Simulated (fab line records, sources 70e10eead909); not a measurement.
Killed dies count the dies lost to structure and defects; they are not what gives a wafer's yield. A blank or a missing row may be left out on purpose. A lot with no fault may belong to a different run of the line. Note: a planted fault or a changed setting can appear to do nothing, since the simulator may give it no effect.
Chamber matching :: flow nand harc :: rie diel-04 running NHARC_A_STAIRCASE_TRIM_12: 4 sister chambers
The step chemistry O2, time 211.2 s. 8 wafers are shown with their chamber, then 7 later ones without.

WAFERS WITH THEIR CHAMBER
wafer: L078.5
chamber: 1
showerhead plenum p Torr (Torr): 3.50
drypump motor current A (A): 5.9

wafer: L083.3
chamber: 1
showerhead plenum p Torr (Torr): 3.49
drypump motor current A (A): 5.9

wafer: L083.5
chamber: 3
showerhead plenum p Torr (Torr): 3.34
drypump motor current A (A): 5.6

wafer: L089.1
chamber: 2
showerhead plenum p Torr (Torr): 3.35
drypump motor current A (A): 6.6

wafer: L089.2
chamber: 3
showerhead plenum p Torr (Torr): 3.33
drypump motor current A (A): 5.6

wafer: L089.3
chamber: 0
showerhead plenum p Torr (Torr): 3.52
drypump motor current A (A): 6.4

wafer: L094.1
chamber: 0
showerhead plenum p Torr (Torr): 3.52
drypump motor current A (A): 6.5

wafer: L094.2
chamber: 2
showerhead plenum p Torr (Torr): 3.34
drypump motor current A (A): 6.7

WAFERS WHOSE CHAMBER IS MISSING
wafer: L094.5
showerhead plenum p Torr (Torr): 3.52
drypump motor current A (A): 6.5

wafer: L097.1
showerhead plenum p Torr (Torr): 3.32
drypump motor current A (A): 5.6

wafer: L097.3
showerhead plenum p Torr (Torr): 3.34
drypump motor current A (A): 6.7

wafer: L097.6
showerhead plenum p Torr (Torr): 3.34
drypump motor current A (A): 6.6

wafer: L096.3
showerhead plenum p Torr (Torr): 3.47
drypump motor current A (A): 5.8

wafer: L096.5
showerhead plenum p Torr (Torr): 3.32
drypump motor current A (A): 5.6

wafer: L096.6
showerhead plenum p Torr (Torr): 3.34
drypump motor current A (A): 6.6

EACH ONE'S CHAMBER
wafer: L094.5
from the rows above: 0
in truth: 0

wafer: L097.1
from the rows above: 3
in truth: 3

wafer: L097.3
from the rows above: 2
in truth: 2

wafer: L097.6
from the rows above: 2
in truth: 2

wafer: L096.3
from the rows above: 1
in truth: 1

wafer: L096.5
from the rows above: 3
in truth: 3

wafer: L096.6
from the rows above: 2
in truth: 2
Correct placement for 7 of the 7. From these rows, 0 cannot be placed. Number placed wrongly: 0.
How it was worked out, from the rows above alone: a wafer's distance from a chamber is the root of the sum, over the readings, of the square of ((its reading less the chamber's mean) divided by the reading's scatter). The wafer belongs to the nearest chamber; if the next one is less than 2 further off, it can't be placed. Each chamber's mean is taken over the wafers shown for it. How the scatter is found: for the shown wafers, subtract from each reading the mean of its chamber, square and add these, divide the total by (wafers less chambers), then take the root.
